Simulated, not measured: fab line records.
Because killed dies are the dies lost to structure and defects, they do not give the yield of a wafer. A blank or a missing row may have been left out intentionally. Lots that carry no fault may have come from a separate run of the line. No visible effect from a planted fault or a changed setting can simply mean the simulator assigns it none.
Which tool did it? | flow n5 finfet | 72 wafers from 24 lots sampled at 6 of the route's 1938 steps

WHAT EACH GAUGE READ, for each wafer
No reading from a measuring or inspecting step in the record can be judged against a usual standard deviation.

WHICH TOOL RAN EACH LOT (tool, then ch and the chambers of the sampled wafers, then the start)
lot  | N5_BEOL_M4_HM_OPEN_17             | N5_BEOL_M4_VIA_ETCH_34             | N5_BEOL_M4_SPUTTER_48        | N5_BEOL_M4_SPUTTER_79        | N5_BEOL_M4_ANNEAL_87         | N5_BEOL_M4_SPUTTER_96
L076 | rie metal-02 ch 0,1, day 8 09:52  | rie diel-03 ch 1,2,3, day 8 15:21  | pvd sputter-02, day 8 16:46  | pvd sputter-02, day 8 16:59  | pvd sputter-02, day 8 17:30  | pvd sputter-02, day 8 18:31
L077 | rie metal-01 ch 0, day 8 13:58    | rie diel-05 ch 0,1,2, day 8 18:36  | pvd sputter-03, day 8 20:01  | pvd sputter-03, day 8 20:14  | pvd sputter-03, day 8 20:45  | pvd sputter-03, day 8 21:46
L075 | rie metal-02 ch 0, day 8 14:44    | rie diel-03 ch 0,2,3, day 8 21:21  | pvd sputter-03, day 8 22:40  | pvd sputter-03, day 8 22:53  | pvd sputter-03, day 8 23:24  | pvd sputter-03, day 9 00:25
L078 | rie metal-03 ch 0,1, day 8 22:25  | rie diel-05 ch 0,1, day 9 05:34    | pvd sputter-03, day 9 07:04  | pvd sputter-03, day 9 07:17  | pvd sputter-03, day 9 07:49  | pvd sputter-03, day 9 08:50
L074 | rie metal-03 ch 0,1, day 9 05:17  | rie diel-05 ch 0,1,2, day 9 15:04  | pvd sputter-01, day 9 17:56  | pvd sputter-01, day 9 18:10  | pvd sputter-01, day 9 18:41  | pvd sputter-01, day 9 19:42
L079 | rie metal-03 ch 0,1, day 9 07:23  | rie diel-05 ch 1,2, day 9 20:09    | pvd sputter-02, day 9 21:16  | pvd sputter-02, day 9 21:29  | pvd sputter-02, day 9 22:01  | pvd sputter-02, day 9 23:02
L080 | rie metal-01 ch 0, day 9 11:35    | rie diel-03 ch 0,1, day 9 14:56    | pvd sputter-02, day 9 16:25  | pvd sputter-02, day 9 16:38  | pvd sputter-02, day 9 17:09  | pvd sputter-02, day 9 18:10
L081 | rie metal-01 ch 0, day 9 16:43    | rie diel-01 ch 1,2,3, day 9 20:07  | pvd sputter-01, day 9 21:07  | pvd sputter-01, day 9 21:20  | pvd sputter-01, day 9 21:52  | pvd sputter-01, day 9 22:53
L082 | rie metal-03 ch 0,1, day 9 19:28  | rie diel-03 ch 0,1,2, day 9 23:02  | pvd sputter-03, day 10 00:45 | pvd sputter-03, day 10 00:58 | pvd sputter-03, day 10 01:29 | pvd sputter-03, day 10 02:31
L084 | rie metal-01 ch 0, day 10 03:26   | rie diel-05 ch 0,2,3, day 10 15:10 | pvd sputter-02, day 10 16:50 | pvd sputter-02, day 10 17:04 | pvd sputter-02, day 10 17:35 | pvd sputter-02, day 10 18:36
L083 | rie metal-02 ch 0,1, day 10 04:22 | rie diel-03 ch 0,1, day 10 15:08   | pvd sputter-01, day 10 16:25 | pvd sputter-01, day 10 16:38 | pvd sputter-01, day 10 17:09 | pvd sputter-01, day 10 18:10
L085 | rie metal-03 ch 1, day 10 07:59   | rie diel-03 ch 0,1, day 10 19:16   | pvd sputter-02, day 10 21:55 | pvd sputter-02, day 10 22:08 | pvd sputter-02, day 10 22:40 | pvd sputter-02, day 10 23:41
L086 | rie metal-01 ch 0,1, day 10 20:53 | rie diel-01 ch 0,3, day 11 14:22   | pvd sputter-03, day 11 15:50 | pvd sputter-03, day 11 16:04 | pvd sputter-03, day 11 16:35 | pvd sputter-03, day 11 17:36
L088 | rie metal-02 ch 1, day 11 23:43   | rie diel-01 ch 0,1,3, day 12 06:20 | pvd sputter-03, day 12 07:44 | pvd sputter-03, day 12 07:57 | pvd sputter-03, day 12 08:28 | pvd sputter-03, day 12 09:29
L090 | rie metal-02 ch 0, day 12 03:16   | rie diel-05 ch 0,2, day 12 13:00   | pvd sputter-01, day 12 14:34 | pvd sputter-01, day 12 14:47 | pvd sputter-01, day 12 15:19 | pvd sputter-01, day 12 16:20
L089 | rie metal-03 ch 0,1, day 12 05:16 | rie diel-03 ch 1,2,3, day 12 13:05 | pvd sputter-02, day 12 14:37 | pvd sputter-02, day 12 14:50 | pvd sputter-02, day 12 15:22 | pvd sputter-02, day 12 16:23
L087 | rie metal-01 ch 0,1, day 12 08:47 | rie diel-03 ch 0,1,3, day 12 13:27 | pvd sputter-01, day 12 16:25 | pvd sputter-01, day 12 16:38 | pvd sputter-01, day 12 17:09 | pvd sputter-01, day 12 18:10
L091 | rie metal-02 ch 1, day 12 11:08   | rie diel-01 ch 0,3, day 12 17:26   | pvd sputter-02, day 12 18:49 | pvd sputter-02, day 12 19:02 | pvd sputter-02, day 12 19:33 | pvd sputter-02, day 12 20:34
L092 | rie metal-03 ch 0,1, day 12 14:13 | rie diel-03 ch 1,2, day 12 17:41   | pvd sputter-03, day 12 18:59 | pvd sputter-03, day 12 19:13 | pvd sputter-03, day 12 19:44 | pvd sputter-03, day 12 20:45
L093 | rie metal-03 ch 0,1, day 13 08:13 | rie diel-03 ch 0,1,2, day 13 13:40 | pvd sputter-01, day 13 16:12 | pvd sputter-01, day 13 16:25 | pvd sputter-01, day 13 16:56 | pvd sputter-01, day 13 17:58
L094 | rie metal-01 ch 0,1, day 13 19:33 | rie diel-05 ch 0,1,2, day 13 21:37 | pvd sputter-01, day 13 22:58 | pvd sputter-01, day 13 23:11 | pvd sputter-01, day 13 23:42 | pvd sputter-01, day 14 00:43
L095 | rie metal-01 ch 0,1, day 13 22:34 | rie diel-03 ch 1,2,3, day 14 00:58 | pvd sputter-03, day 14 02:40 | pvd sputter-03, day 14 02:53 | pvd sputter-03, day 14 03:24 | pvd sputter-03, day 14 04:25
L096 | rie metal-01 ch 0,1, day 13 23:49 | rie diel-05 ch 0,1,3, day 14 04:37 | pvd sputter-03, day 14 07:50 | pvd sputter-03, day 14 08:04 | pvd sputter-03, day 14 08:35 | pvd sputter-03, day 14 09:36
L097 | rie metal-03 ch 0,1, day 14 02:01 | rie diel-05 ch 2,3, day 14 09:27   | pvd sputter-03, day 14 10:46 | pvd sputter-03, day 14 10:59 | pvd sputter-03, day 14 11:30 | pvd sputter-03, day 14 12:31
- N5_BEOL_M4_HM_OPEN_17: chemistry Cl2/BCl3, target TiN, target depth 20 nm, overetch 6 nm.
- N5_BEOL_M4_VIA_ETCH_34: etches the open film in C4F6/O2, target depth 69.4 nm, time 65.9 s.
- N5_BEOL_M4_SPUTTER_48: material Cu, target thk 4.5 nm, time 8.29 s.
- N5_BEOL_M4_SPUTTER_79: material Cu, target thk 4.5 nm, time 8.29 s.
- N5_BEOL_M4_ANNEAL_87: time 240 s.
- N5_BEOL_M4_SPUTTER_96: material Cu, target thk 4.5 nm, time 8.29 s.

AS READ BY THE TOOLS THEMSELVES (means over the sampled wafers that have a number; for cases with no such wafer, the mark the record gives instead)
N5_BEOL_M4_HM_OPEN_17.
lot  | tool         | drypump motor current A (A) | oes product au (a.u.) | throttle valve pct (%)
L076 | rie metal-02 | 5.1                         | 0.60                  | 22.36
L077 | rie metal-01 | 6.0                         | 0.81                  | 22.23
L075 | rie metal-02 | 5.6                         | 0.55                  | 22.44
L078 | rie metal-03 | 6.4                         | 0.70                  | 22.17
L074 | rie metal-03 | 6.4                         | 0.69                  | 22.17
L079 | rie metal-03 | 6.5                         | 0.65                  | 22.40
L080 | rie metal-01 | 6.1                         | 0.78                  | 22.24
L081 | rie metal-01 | 6.0                         | 0.78                  | 22.23
L082 | rie metal-03 | 6.4                         | 0.63                  | 22.41
L084 | rie metal-01 | 6.1                         | 0.76                  | 22.24
L083 | rie metal-02 | 5.4                         | 0.57                  | 22.41
L085 | rie metal-03 | 6.4                         | 0.74                  | 21.95
L086 | rie metal-01 | 6.0                         | 0.75                  | 22.34
L088 | rie metal-02 | 5.0                         | 0.61                  | 22.35
L090 | rie metal-02 | 5.6                         | 0.53                  | 22.47
L089 | rie metal-03 | 6.4                         | 0.67                  | 22.19
L087 | rie metal-01 | 5.9                         | 0.71                  | 22.45
L091 | rie metal-02 | 5.0                         | 0.62                  | 22.34
L092 | rie metal-03 | 6.5                         | 0.62                  | 22.43
L093 | rie metal-03 | 6.4                         | 0.66                  | 22.20
L094 | rie metal-01 | 6.0                         | 0.72                  | 22.36
L095 | rie metal-01 | 5.9                         | 0.70                  | 22.45
L096 | rie metal-01 | 5.9                         | 0.70                  | 22.45
L097 | rie metal-03 | 6.4                         | 0.62                  | 22.42

N5_BEOL_M4_VIA_ETCH_34.
lot  | tool        | O2_flow_sccm (sccm) | drypump motor current A (A) | oes_o_777_au (a.u.) | oes product au (a.u.) | rf vpp V (V) | showerhead plenum p Torr (Torr) | throttle valve pct (%)
L076 | rie diel-03 | 9.97                | 5.6                         | 0.77                | 0.75                  | 664          | 2.82                            | 31.14
L077 | rie diel-05 | 10.01               | 5.8                         | 0.85                | 0.85                  | 655          | 2.85                            | 30.86
L075 | rie diel-03 | 10.05               | 5.8                         | 0.75                | 0.74                  | 664          | 2.84                            | 31.16
L078 | rie diel-05 | 10.00               | 5.8                         | 0.85                | 0.84                  | 641          | 2.76                            | 30.81
L074 | rie diel-05 | 10.00               | 5.8                         | 0.84                | 0.84                  | 654          | 2.84                            | 30.87
L079 | rie diel-05 | 10.01               | 5.6                         | 0.86                | 0.85                  | 652          | 2.84                            | 30.75
L080 | rie diel-03 | 9.99                | 5.5                         | 0.78                | 0.76                  | 665          | 2.91                            | 30.79
L081 | rie diel-01 | 9.99                | 5.1                         | 0.76                | 0.75                  | 675          | 2.92                            | 30.80
L082 | rie diel-03 | 10.03               | 5.4                         | 0.77                | 0.76                  | 673          | 2.89                            | 31.02
L084 | rie diel-05 | 9.98                | 5.5                         | 0.82                | 0.83                  | 664          | 2.92                            | 30.98
L083 | rie diel-03 | 9.99                | 5.4                         | 0.78                | 0.76                  | 665          | 2.88                            | 30.78
L085 | rie diel-03 | 10.00               | 5.4                         | 0.78                | 0.77                  | 666          | 2.88                            | 30.79
L086 | rie diel-01 | 10.02               | 6.0                         | 0.73                | 0.75                  | 678          | 2.89                            | 30.60
L088 | rie diel-01 | 10.02               | 5.6                         | 0.75                | 0.77                  | 677          | 2.89                            | 30.72
L090 | rie diel-05 | 9.99                | 6.0                         | 0.80                | 0.80                  | 655          | 2.83                            | 31.01
L089 | rie diel-03 | 9.98                | 5.6                         | 0.83                | 0.81                  | 667          | 2.92                            | 31.12
L087 | rie diel-03 | 9.98                | 5.8                         | 0.83                | 0.81                  | 660          | 2.94                            | 30.88
L091 | rie diel-01 | 10.01               | 5.7                         | 0.70                | 0.72                  | 680          | 2.90                            | 30.71
L092 | rie diel-03 | 9.99                | 5.3                         | 0.75                | 0.75                  | 679          | 2.85                            | 31.26
L093 | rie diel-03 | 10.02               | 5.4                         | 0.75                | 0.74                  | 672          | 2.87                            | 31.04
L094 | rie diel-05 | 10.00               | 5.8                         | 0.81                | 0.80                  | 654          | 2.83                            | 30.90
L095 | rie diel-03 | 9.99                | 5.6                         | 0.82                | 0.80                  | 667          | 2.91                            | 31.13
L096 | rie diel-05 | 9.99                | 5.5                         | 0.80                | 0.79                  | 651          | 2.82                            | 30.96
L097 | rie diel-05 | 9.98                | 5.3                         | 0.79                | 0.81                  | 676          | 2.99                            | 30.93

N5_BEOL_M4_SPUTTER_48.
lot  | tool           | throttle valve pct (%)
L076 | pvd sputter-02 | 28.7
L077 | pvd sputter-03 | 29.7
L075 | pvd sputter-03 | 30.2
L078 | pvd sputter-03 | 29.6
L074 | pvd sputter-01 | 31.0
L079 | pvd sputter-02 | 28.5
L080 | pvd sputter-02 | 29.2
L081 | pvd sputter-01 | 30.7
L082 | pvd sputter-03 | 29.8
L084 | pvd sputter-02 | 28.7
L083 | pvd sputter-01 | 30.4
L085 | pvd sputter-02 | 29.3
L086 | pvd sputter-03 | 29.4
L088 | pvd sputter-03 | 30.1
L090 | pvd sputter-01 | 29.7
L089 | pvd sputter-02 | 29.1
L087 | pvd sputter-01 | 30.5
L091 | pvd sputter-02 | 29.0
L092 | pvd sputter-03 | 29.8
L093 | pvd sputter-01 | 31.0
L094 | pvd sputter-01 | 31.1
L095 | pvd sputter-03 | 29.7
L096 | pvd sputter-03 | 29.8
L097 | pvd sputter-03 | 29.8

N5_BEOL_M4_SPUTTER_79.
lot  | tool           | throttle valve pct (%)
L076 | pvd sputter-02 | 28.8
L077 | pvd sputter-03 | 29.8
L075 | pvd sputter-03 | 30.2
L078 | pvd sputter-03 | 29.5
L074 | pvd sputter-01 | 30.9
L079 | pvd sputter-02 | 28.6
L080 | pvd sputter-02 | 29.1
L081 | pvd sputter-01 | 30.6
L082 | pvd sputter-03 | 29.8
L084 | pvd sputter-02 | 28.7
L083 | pvd sputter-01 | 30.3
L085 | pvd sputter-02 | 29.0
L086 | pvd sputter-03 | 29.8
L088 | pvd sputter-03 | 30.1
L090 | pvd sputter-01 | 29.7
L089 | pvd sputter-02 | 29.1
L087 | pvd sputter-01 | 30.5
L091 | pvd sputter-02 | 28.8
L092 | pvd sputter-03 | 29.8
L093 | pvd sputter-01 | 30.9
L094 | pvd sputter-01 | 31.0
L095 | pvd sputter-03 | 29.8
L096 | pvd sputter-03 | 29.5
L097 | pvd sputter-03 | 29.6

N5_BEOL_M4_ANNEAL_87.
lot  | tool           | heater power w (W)
L076 | pvd sputter-02 | 791
L077 | pvd sputter-03 | 735
L075 | pvd sputter-03 | 697
L078 | pvd sputter-03 | 756
L074 | pvd sputter-01 | 800
L079 | pvd sputter-02 | 940
L080 | pvd sputter-02 | 887
L081 | pvd sputter-01 | 820
L082 | pvd sputter-03 | 744
L084 | pvd sputter-02 | 865
L083 | pvd sputter-01 | 795
L085 | pvd sputter-02 | 865
L086 | pvd sputter-03 | 773
L088 | pvd sputter-03 | 728
L090 | pvd sputter-01 | 811
L089 | pvd sputter-02 | 794
L087 | pvd sputter-01 | 800
L091 | pvd sputter-02 | 878
L092 | pvd sputter-03 | 748
L093 | pvd sputter-01 | 797
L094 | pvd sputter-01 | 779
L095 | pvd sputter-03 | 747
L096 | pvd sputter-03 | 763
L097 | pvd sputter-03 | 756

N5_BEOL_M4_SPUTTER_96.
lot  | tool           | throttle valve pct (%)
L076 | pvd sputter-02 | 28.7
L077 | pvd sputter-03 | 29.7
L075 | pvd sputter-03 | 30.2
L078 | pvd sputter-03 | 29.8
L074 | pvd sputter-01 | 31.1
L079 | pvd sputter-02 | 28.8
L080 | pvd sputter-02 | 29.3
L081 | pvd sputter-01 | 30.6
L082 | pvd sputter-03 | 29.7
L084 | pvd sputter-02 | 28.6
L083 | pvd sputter-01 | 30.3
L085 | pvd sputter-02 | 29.3
L086 | pvd sputter-03 | 29.5
L088 | pvd sputter-03 | 30.2
L090 | pvd sputter-01 | 29.9
L089 | pvd sputter-02 | 29.0
L087 | pvd sputter-01 | 30.7
L091 | pvd sputter-02 | 28.9
L092 | pvd sputter-03 | 29.7
L093 | pvd sputter-01 | 31.1
L094 | pvd sputter-01 | 31.1
L095 | pvd sputter-03 | 29.8
L096 | pvd sputter-03 | 29.6
L097 | pvd sputter-03 | 29.7

THE ANSWER, worked out from the rows above alone
Rule: the lots themselves supply what counts as usual. The widest of any qualifying gaps counts: lots, ordered by their means at a reading, are off when they make up no more than a third of the lots, leave a main group of 4 or more, and stand apart from it by 3 or more times the standard deviation of that group's means. If all means in a main group match to the digits the tables above print for the reading, that group is not used. A lot without any number at a reading at which 4 lots or more have one is off too. All remaining lots with rows at the step are treated as sound. After the gauges, taken in route order, come the tools' own readings; for these a lot's mean is taken, as printed above. At the first step where some lot is off, the reading lying furthest off is the one used; lots without a number count as furthest.
No lot is off on any of the readings shown, so nothing can be concluded from this.

WHAT WAS PUT IN BY THE SIMULATOR
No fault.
